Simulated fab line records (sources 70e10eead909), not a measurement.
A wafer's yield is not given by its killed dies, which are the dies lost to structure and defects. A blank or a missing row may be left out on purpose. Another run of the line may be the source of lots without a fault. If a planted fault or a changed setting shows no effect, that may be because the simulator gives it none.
Matching of chambers	flow nandHarc	3 sister chambers for NHARC_A_STAIRCASE_DEP_301 on pecvd-02
The step deposits SiON, target thk 30 nm. 6 wafers are shown with their chamber, then 7 later ones without.

== WAFERS WITH THEIR CHAMBER ==
wafer	chamber	heaterPowerW (W)	susceptorTempC (C)
L081.5	0	759	400.11
L091.3	1	798	400.37
L091.4	1	796	400.67
L091.5	0	819	400.05
L094.1	2	595	400.15
L094.4	2	598	399.92

== WAFERS WHOSE CHAMBER IS MISSING ==
wafer	heaterPowerW (W)	susceptorTempC (C)
L094.6	822	400.12
L096.3	703	400.08
L096.5	710	399.97
L096.6	702	400.04
L097.1	643	400.06
L097.2	812	399.85
L097.6	656	400.12

== EACH ONE'S CHAMBER ==
wafer	from the rows above	in truth
L094.6	can't be placed: 0 or 1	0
L096.3	can't be placed: 0 or 2 or 1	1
L096.5	can't be placed: 0 or 2 or 1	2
L096.6	can't be placed: 0 or 2 or 1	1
L097.1	2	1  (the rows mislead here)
L097.2	0	0
L097.6	2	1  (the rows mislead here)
Correct placement for 1 of the 7. Cannot be placed on the basis of these rows: 4; the candidates contain the true chamber in 4. Placed wrongly: 2.
How it was worked out, from the rows above alone: a wafer's distance from a chamber is the root of the sum, over the readings, of the square of ((its reading less the chamber's mean) divided by the reading's scatter). If the next closest chamber is less than 2 further off than the closest, the wafer can't be placed; otherwise it belongs to the closest. The mean given for a chamber averages the wafers shown for that chamber. How the scatter is found: for the shown wafers, subtract from each reading the mean of its chamber, square and add these, divide the total by (wafers less chambers), then take the root.
